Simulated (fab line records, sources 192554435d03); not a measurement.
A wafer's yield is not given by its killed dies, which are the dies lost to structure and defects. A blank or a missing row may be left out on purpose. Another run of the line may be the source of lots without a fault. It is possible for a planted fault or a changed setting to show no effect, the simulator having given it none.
fab line records | flow n5-finfet
record lots=4 | wafers=10 | last-day=15
route steps=1938 shown MOL_CONTACT_COAG@520 BEOL_M4@1111 PASSIVATION@1936
lots that met no fault: taken from a fault-free run of the same line
start-h: the number of hours between the record's first day and the start of the first shown wafer of the lot | wait-h: time in hours since the lot's previous step | " repeats the value in the row above | L1.1+2: one row covering several wafers at once | - no value, or no start was given | * or withheld: withheld | < > ~ a bound
route shown NAME@n: NAME is a module with steps in the file, n the number in the route of the first one | usual: average and standard deviation across the fault-free wafers | same: alike in all rows | chamber/n: place in a boat | sites: readings site by site | _std_site: the values' standard deviation | _edge_site: the outer-site mean with the inner-site mean subtracted | radius-mm: how far each site lies from the wafer's centre | mask NAME#n: copy n | behind: the most recent tool/chamber to have shaped the wafer | hold: why the lot went on hold/how many hours it stayed there/how the hold came to an end | device: the transistor (n, p or np) that didn't switch | end of line: tests run on the same wafers once the route is complete | for a step that has no rows: nothing shown but its recipe | killed: dies that structure and defects cost at the first sort, which is not the same as the wafer's yield | map: per-die view of a wafer (x killed, . not killed, _ where there is no die)
set.NAME: the setting as run; set.NAME@STEP: as run at that earlier step | model.NAME: the simulator's own value behind a step, which no gauge read
a table for each step, a row for each wafer; lots at some steps of the route
services: the hour from which a tool's chamber was out of use, counted from the record's first day as start-h (under 0 if before that day), plus the number of hours and why
## steps
# step N5_MOL_CONTACT_COAG_COAT_02
# recipe resist=CAR-EUV | spin-rpm=1500 | resist-thk-nm=30
# step N5_MOL_CONTACT_COAG_EBR_04
# recipe solvent=PGMEA | ebr-width-mm=1.5
# step N5_MOL_CONTACT_COAG_SOFTBAKE_03
# recipe temp-c=110 | time-s=60 | resist=CAR-EUV
# step N5_MOL_CONTACT_COAG_EXPOSE_05
# recipe mask-id=CA | na=0.33 | source-shape=annular | sigma-inner=0.4 | sigma-outer=0.8 | polarization=unpolarized | defocus-nm=0 | dose-mj=38.25
# step N5_MOL_CONTACT_COAG_PEB_06
# recipe peb-temp-c=100 | peb-time-s=60 | resist=CAR-EUV
# step N5_MOL_CONTACT_COAG_DEVELOP_07
# recipe develop-time-s=30 | developer=TMAH | resist=CAR-EUV | rinse-liquid=surfactant-rinse | dry=air-spin | dev-temp-c=23
# step N5_MOL_CONTACT_COAG_DESCUM_13
# recipe chemistry=O2 | time-s=7 | source-power-w=50 | bias-power-w=20 | pressure-mtorr=20 | rf-frequency-hz=2.712e+07 | temp-c=40 | resist=CAR-EUV | o2-flow-sccm=225
# step N5_MOL_CONTACT_COAG_ETCH_59
# recipe chemistry=N2/H2 | target=underlayer | target-depth-a=130 | mask-material=CAR-EUV | time-s=10.4 | ion-energy-ev=200 | pressure-mtorr=30 | source-w=840 | bias-w=150 | n2-flow-sccm=200 | h2-flow-sccm=200 | ends=cleared
# step N5_MOL_CONTACT_COAG_ETCH_105
# recipe chemistry=CF4 | target=SiARC | target-depth-a=156 | mask-material=CAR-EUV | time-s=26 | ion-energy-ev=80 | pressure-mtorr=40 | source-w=545 | bias-w=36 | Ar_flow_sccm=100 | cf4-flow-sccm=100 | ends=cleared
# step N5_MOL_CONTACT_COAG_ETCH_106
# recipe chemistry=N2/H2 | target=SOC | target-depth-a=800 | overetch-a=160 | mask-material=SiARC | temp-c=40 | time-s=120 | ion-energy-ev=200 | pressure-mtorr=30 | source-w=840 | bias-w=150 | n2-flow-sccm=200 | h2-flow-sccm=200
# usual drypump-motor-current-A=5.7/0.48 | oes-product-au=0.68/0.065 | rf-vpp-V=523.6/2.6 | showerhead-plenum-p-Torr=2.54/0.087 | throttle-valve-pct=17.97/0.21
lot.wafer | tool        | chamber | start-h | wait-h | drypump-motor-current-A | oes-product-au | rf-hours-counter-h | rf-vpp-V | showerhead-plenum-p-Torr | throttle-valve-pct | model.SiARC_of_MOL_CONTACT_COAG_COAT_104.thk-nm | model.MOL_CONTACT_COAG.cd-offset-nm
L663.1    | rie-diel-02 | 2       | 94.55   | 0.0    | 6.8                     | 0.62           | 218                | 527.3    | 2.62                     | 18.14              | 6.4                                             | 0
L663.2    | "           | 3       | "       | "      | 5.4                     | 0.63           | 222                | 525.8    | 2.62                     | 18.05              | 6.6                                             | 0
L663.5    | "           | 1       | "       | "      | 5.8                     | 0.77           | -                  | 527.7    | 2.70                     | 18.01              | 6.4                                             | 0
L668.1    | rie-diel-05 | 0       | 125.39  | 0.0    | 5.7                     | 0.64           | 207                | 525.1    | 2.52                     | 18.05              | 6.4                                             | 0
L668.2    | "           | 1       | "       | "      | 5.2                     | 0.78           | 49                 | 522.7    | 2.48                     | 17.74              | 6.2                                             | 0.2
L668.6    | "           | 0       | "       | "      | 5.6                     | 0.63           | -                  | 521.9    | 2.52                     | 18.04              | 6.4                                             | -0.2
L675.2    | rie-diel-02 | 1       | 164.90  | 0.0    | 5.8                     | 0.76           | 71                 | 527.7    | 2.69                     | 18.05              | 4.4                                             | 1
L675.3    | "           | 3       | "       | "      | 5.4                     | 0.61           | 245                | 526.0    | 2.61                     | 18.08              | 6.4                                             | 0.2
L677.2    | rie-diel-02 | 1       | 176.89  | 0.0    | 5.8                     | 0.75           | 76                 | 527.0    | 2.69                     | 18.06              | 4.4                                             | 0.6
L677.5    | "           | 1       | "       | "      | 5.8                     | 0.74           | -                  | 526.9    | 2.69                     | 18.06              | 6.4                                             | -0.2
# step N5_MOL_CONTACT_COAG_STRIP_107
# recipe chemistry=N2/H2 | temp-c=40 | n2-flow-sccm=200 | h2-flow-sccm=200 | rf-frequency-hz=6e+07
# step N5_MOL_CONTACT_COAG_STRIP_108
# recipe chemistry=N2/H2 | temp-c=40 | n2-flow-sccm=200 | h2-flow-sccm=200 | rf-frequency-hz=6e+07
# step N5_MOL_CONTACT_COAG_CONTACT_ETCH_14
# recipe chemistry=C4F6/O2 | target=SiO2 | target-depth-a=275 | overetch-a=85 | mask-material=SOC | pressure-mtorr=30 | source-w=370 | bias-w=185 | Ar_flow_sccm=300 | C4F6_flow_sccm=16 | O2_flow_sccm=10 | time-s=20 | ion-energy-ev=259.6
# step N5_MOL_CONTACT_COAG_STRIP_109
# recipe chemistry=C4F6/O2 | resist=SiARC | rf-frequency-hz=6e+07
# step N5_MOL_CONTACT_COAG_ETCH_15
# recipe chemistry=CH3F/O2 | target=SiNx | target-depth-a=70 | mask-material=SOC | stop-on=Si:P | over-etch-frac=0.75 | ion-energy-ev=120 | pressure-mtorr=30 | source-w=395 | bias-w=73 | Ar_flow_sccm=150 | CH3F_flow_sccm=30 | O2_flow_sccm=20
# step N5_MOL_CONTACT_COAG_ETCH_110
# recipe chemistry=CF4/O2 | target=Si | target-depth-a=25 | time-s=8 | pressure-mtorr=100 | source-w=200 | bias-w=12 | ion-energy-ev=60 | Ar_flow_sccm=100 | cf4-flow-sccm=100 | O2_flow_sccm=10
# usual drypump-motor-current-A=5.7/0.48 | mfc-ar-sccm=100.04/0.29 | oes-product-au=0.75/0.076 | rf-vpp-V=128.0/1.4 | showerhead-plenum-p-Torr=2.22/0.071 | throttle-valve-pct=10.91/0.22
lot.wafer | tool        | chamber | start-h | wait-h | drypump-motor-current-A | mfc-ar-sccm | oes-product-au | rf-hours-counter-h | rf-vpp-V | showerhead-plenum-p-Torr | throttle-valve-pct | model.MOL_CONTACT_COAG.cd-offset-nm
L663.1    | rie-diel-02 | 2       | 94.75   | 0.0    | 6.8                     | 99.81       | 0.70           | 218                | 125.6    | 2.29                     | 11.14              | 0
L663.2    | "           | 3       | "       | "      | 5.4                     | 99.87       | 0.70           | 222                | 127.8    | 2.28                     | 11.09              | -0.2
L663.5    | "           | 1       | "       | "      | 5.8                     | 100.50      | 0.88           | -                  | 130.2    | 2.35                     | 10.76              | -0.2
L668.1    | rie-diel-05 | 0       | 125.59  | 0.0    | 5.6                     | 99.96       | 0.70           | 207                | 127.6    | 2.21                     | 11.05              | 0
L668.2    | "           | 1       | "       | "      | 5.2                     | 99.98       | 0.88           | 49                 | 128.5    | 2.16                     | 10.52              | 0.2
L668.6    | "           | 0       | "       | "      | 5.6                     | 100.23      | 0.70           | -                  | 128.6    | 2.21                     | 11.05              | -0.2
L675.2    | rie-diel-02 | 1       | 165.09  | 0.0    | 5.8                     | 99.61       | 0.83           | 71                 | 127.2    | 2.34                     | 10.81              | 1
L675.3    | "           | 3       | "       | "      | 5.4                     | 99.97       | 0.68           | 245                | 127.5    | 2.28                     | 11.13              | 0.4
L677.2    | rie-diel-02 | 1       | 177.08  | 0.0    | 5.8                     | 100.52      | 0.83           | 76                 | 128.0    | 2.34                     | 10.82              | 0.6
L677.5    | "           | 1       | "       | "      | 5.8                     | 100.25      | 0.83           | -                  | 129.3    | 2.34                     | 10.83              | -0.2
# step N5_MOL_CONTACT_COAG_STRIP_98
# recipe chemistry=N2/H2 | power-w=500 | temp-c=40 | pressure-mtorr=50 | rf-frequency-hz=6e+07 | overash-fraction=0.3 | bias-power-w=8 | h2-frac=0.5 | n2-flow-sccm=300 | h2-flow-sccm=300
# step N5_MOL_CONTACT_COAG_IMPLANT_129
# recipe species=Ge | energy-kev=3 | dose-cm2=6e+14 | tilt-deg=0 | rotation-deg=0
# step N5_MOL_CONTACT_COAG_PRECLEAN_111
# recipe chemistry=NF3:NH3 | afs-cycles=1 | temp-c=30 | time-s=20 | sublimation-temp-c=180 | sublimation-time-s=60 | pressure-torr=3 | rf-power-w=30
# step N5_MOL_CONTACT_COAG_TI_SIL_19
# recipe material=Ti | target-thk-a=42 | temp-c=200 | chamber-pressure-pa=5 | power-w=5000 | time-s=15
# step N5_MOL_CONTACT_COAG_ALD_20
# recipe material=TiN | target-thk-a=15 | temp-c=400 | ald-precursor-family=TiCl4 | ald-co-reactant=NH3 | pulse-time-s=1 | purge-time-s=3 | co-reactant-purge-time-s=2 | co-reactant-pulse-time-s=2 | ald-cycles=68 | pressure-torr=3
# step N5_MOL_CONTACT_COAG_SIL_ANNEAL_21
# recipe temp-c=550 | time-s=60 | ambient=N2
# step N5_MOL_CONTACT_COAG_PRE_CLEAN_141
# recipe gas=H2/He | time-s=60 | temp-c=300
# step N5_MOL_CONTACT_COAG_SPUTTER_143
# recipe material=Co | target-thk-a=25 | temp-c=25 | chamber-pressure-pa=0.2
# step N5_MOL_CONTACT_COAG_CO_FILL_22
# recipe material=Co | target-thk-a=200 | temp-c=200 | precursor=CCTBA/H2 | pressure-torr=30
# step N5_MOL_CONTACT_COAG_ANNEAL_113
# recipe temp-c=400 | time-s=300 | ambient=H2/N2
# step N5_MOL_CONTACT_COAG_PRE_CLEAN_142
# recipe gas=H2/He | time-s=60 | temp-c=300
# step N5_MOL_CONTACT_COAG_SPUTTER_130
# recipe material=Co | target-thk-a=475 | temp-c=25 | chamber-pressure-pa=0.5 | power-w=3000
# step N5_MOL_CONTACT_COAG_PRECLEAN_125
# recipe chemistry=DIW | time-s=57.5 | temp-c=23
# step N5_MOL_CONTACT_COAG_SRD_126
# recipe dry-time-s=32 | dry=n2-spin | spin-rpm=1500
# step N5_MOL_CONTACT_COAG_CMP_23
# recipe stop-on=SiO2 | t-overpolish-s=1.5 | post-cmp-clean=cu-alkaline | down-force-psi=2 | platen-rpm=50.289 | pad-velocity-m-s=1.0006 | target-thk-nm=0
# step N5_MOL_CONTACT_COAG_WET_ETCH_26
# recipe target=Co | target-depth-nm=13
# step N5_MOL_CONTACT_COAG_WET_ETCH_116
# recipe chemistry=SC1-inhibited | target-depth-nm=4.6 | dry=ipa-marangoni | rinse-time-s=30 | rinse-temp-c=23
# step N5_MOL_CONTACT_COAG_ALD_27
# recipe material=SiOC | target-thk-a=170 | temp-c=400 | ald-precursor-family=carbosiloxane | ald-co-reactant=H2-plasma | pulse-time-s=1.5 | time-s=2720 | purge-time-s=2 | co-reactant-purge-time-s=2 | ald-cycles=340 | pressure-torr=2
# step N5_MOL_CONTACT_COAG_CMP_28
# recipe stop-on=SiNx | t-overpolish-s=0.85 | post-cmp-clean=alkaline-brush | down-force-psi=4.15 | platen-rpm=51.8 | pad-velocity-m-s=1.0307 | target-thk-nm=14.522
# step N5_BEOL_M4_RC_MEAS_101
# usual DIBL_N=35.8/1.4 | DIBL_P=35.8/1.6 | IOFF_N=0.152/0.021 | IOFF_P=0.204/0.027 | ION_N=672/8.7 | ION_P=461/6.2 | RC_DENSE_N=18.97/0.3 | RC_DENSE_P=23.7/0.38 | RC_N=15.45/0.23 | RC_P=19.3/0.31 | SS_N=71.5/0.54 | SS_P=73.1/0.57 | VT_N=250.0/2.5 | VT_P=-250.6/2.7
lot.wafer | tool      | chamber | start-h | wait-h | DIBL_N[mV/V] | DIBL_P[mV/V] | IOFF_N[nA/um] | IOFF_P[nA/um] | ION_N[uA/um] | ION_P[uA/um] | RC_DENSE_N[ohm.um] | RC_DENSE_P[ohm.um] | RC_N[ohm.um] | RC_P[ohm.um] | SS_N[mV/dec] | SS_P[mV/dec] | VT_N[mV] | VT_P[mV]
L663.1    | prober-01 | 0       | 192.13  | 0.0    | 34.2         | 35.6         | 0.135         | 0.169         | 677          | 459          | 19.04              | 24.1               | 15.41        | 19.2         | 71.9         | 72.5         | 252.0    | -255.8
L663.2    | "         | 0       | "       | "      | 35.6         | 37.6         | 0.158         | 0.192         | 685          | 463          | 19.14              | 23.9               | 15.44        | 19.6         | 72.7         | 73.5         | 250.6    | -253.6
L663.5    | "         | 0       | "       | "      | 33.8         | 35.6         | 0.136         | 0.170         | 679          | 455          | 19.28              | 23.9               | 15.60        | 19.5         | 72.4         | 72.4         | 251.7    | -253.4
L668.1    | prober-02 | 0       | 215.44  | 0.0    | 36.6         | 36.9         | 0.158         | 0.227         | 672          | 464          | 18.90              | 23.5               | 15.35        | 19.4         | 71.2         | 73.8         | 251.4    | -249.1
L668.2    | "         | 0       | "       | "      | 35.5         | 35.8         | 0.142         | 0.204         | 673          | 468          | 18.95              | 23.3               | 15.36        | 19.1         | 70.6         | 73.1         | 250.9    | -252.8
L668.6    | "         | 0       | "       | "      | 34.8         | 34.8         | 0.130         | 0.199         | 663          | 458          | 19.36              | 24.1               | 15.71        | 19.5         | 70.9         | 73.7         | 252.8    | -250.9
L675.2    | prober-01 | 0       | 259.27  | 0.2    | 36.7         | 37.3         | 0.162         | 0.207         | 665          | 454          | 17.74              | 22.1               | 14.63        | 17.9         | 71.8         | 73.9         | 251.6    | -252.1
L675.3    | "         | 0       | "       | "      | 35.2         | 34.8         | 0.136         | 0.169         | 667          | 458          | 18.69              | 23.2               | 15.41        | 19.1         | 72.1         | 72.7         | 252.3    | -253.7
L677.2    | prober-01 | 0       | 269.66  | 0.2    | 38.3         | 36.9         | 0.174         | 0.213         | 683          | 464          | 17.98              | 22.4               | 14.66        | 18.3         | 71.7         | 73.8         | 251.5    | -252.8
L677.5    | "         | 0       | "       | "      | 36.5         | 35.1         | 0.154         | 0.183         | 671          | 452          | 19.15              | 23.8               | 15.59        | 19.4         | 71.6         | 73.1         | 248.2    | -254.8
# step N5_PASSIVATION_PROBE_49
# usual defect-limited-yield=91.6/1.4 | killed_at_M0_to_M3=33/9.7 | killed_at_M4_up=13/5.4 | killed-at-contacts=13/6.6 | killed-at-front-end=36/11 | killed-at-other=3.9/3 | killed-dies=99/16 | killed-on-rim=13/3.8 | killed-open=66/12 | killed-short=32/7.9 | sort_bin_5_function=4.9/0.9 | sort_bin_6_memory=3.2/0.67 | sort-n-pass=1081/16 | sort-yield-pct=91.6/1.4
# same gross-dies=1180 | killed-at-back-side=0 | sort_bin_4_leakage[%]=0 | sort_bin_8_speed[%]=0
lot.wafer | tool      | chamber | start-h | wait-h | defect-limited-yield[%] | killed_at_M0_to_M3 | killed_at_M4_up | killed-at-contacts | killed-at-front-end | killed-at-other | killed-dies | killed-on-rim | killed-open | killed-short | sort_bin_5_function[%] | sort_bin_6_memory[%] | sort-n-pass | sort-yield-pct[%]
L677.2    | prober-01 | -       | 369.33  | 0.1    | 90.7                    | 42                 | 16              | 13                 | 38                  | 1               | 110         | 15            | 70          | 40           | 5.3                    | 3.6                  | 1070        | 90.7
L677.5    | prober-01 | -       | 369.48  | 0.2    | 89.1                    | 34                 | 5               | 19                 | 69                  | 2               | 129         | 21            | 72          | 56           | 6.8                    | 3.7                  | 1051        | 89.1
# killed by level:class
L677.2 FIN_SAQP:geometric-particle:short=14 BEOL_M0_SAQP:geometric-particle:open=11 BEOL_M0_SAQP:geometric-particle:short=10 BEOL_M4:geometric-particle:open=10 FIN_SAQP:geometric-particle:open=9 MOL_CONTACT_COAG:geometric-particle:open=9 STI_FIN_REVEAL:geometric-particle:open=6 BEOL_M1:geometric-particle:open=6
L677.5 FIN_SAQP:geometric-particle:short=27 MOL_CONTACT_COAG:geometric-particle:open=16 STI_FIN_REVEAL:geometric-particle:open=11 BEOL_M3:geometric-particle:open=8 FIN_SAQP:geometric-particle:open=6 BEOL_M0_SAQP:geometric-particle:short=6 STI_FIN_REVEAL:geometric-particle:short=6 BEOL_M0_SAQP:geometric-particle:open=6
## services
tool        | chamber | start-h | hours | kind
rie-diel-02 | -       | 82.84   | 0.6   | repair
rie-diel-02 | 2       | 123.29  | 4.0   | repair
rie-diel-02 | 0       | 163.18  | 3.9   | repair
rie-diel-02 | 0       | 167.15  | -     | clean
rie-diel-02 | 0       | 167.15  | -     | consumable-replace:focus-ring
rie-diel-02 | 0       | 167.15  | 24.5  | scheduled-down
rie-diel-02 | 0       | 167.15  | 24.5  | vent-cycle
## key
first-sign step=N5_BEOL_M4_RC_MEAS_101 | reading=RC_P | direction=down | sigmas=4.2 | usual=19.3 | struck=18.1
effect step=N5_BEOL_M4_RC_MEAS_101 | reading=RC_DENSE_P | direction=down | sigmas=3.8 | usual=23.7 | struck=22.3
effect step=N5_BEOL_M4_RC_MEAS_101 | reading=RC_DENSE_N | direction=down | sigmas=3.7 | usual=18.97 | struck=17.86
effect step=N5_BEOL_M4_RC_MEAS_101 | reading=RC_N | direction=down | sigmas=3.5 | usual=15.45 | struck=14.65
model-effect step=N5_MOL_CONTACT_COAG_ETCH_106 | value=SiARC_of_MOL_CONTACT_COAG_COAT_104.thk-nm | without=6.3 | struck=4.4
model-effect step=N5_MOL_CONTACT_COAG_ETCH_110 | value=MOL_CONTACT_COAG.cd-offset-nm | without=0 | struck=0.8
met-at N5_MOL_CONTACT_COAG_ETCH_106
struck-wafers L675.2,L677.2
onset-between 94.55 164.90
fault kind=process-parameter-drift | tool=rie-diel-02 | chamber=- | onset-h=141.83 | steps=N5_MOL_CONTACT_COAG_ETCH_106 | channel=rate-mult | offset=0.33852 | shape=step | end-h=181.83 | scope=struck-wafers-only
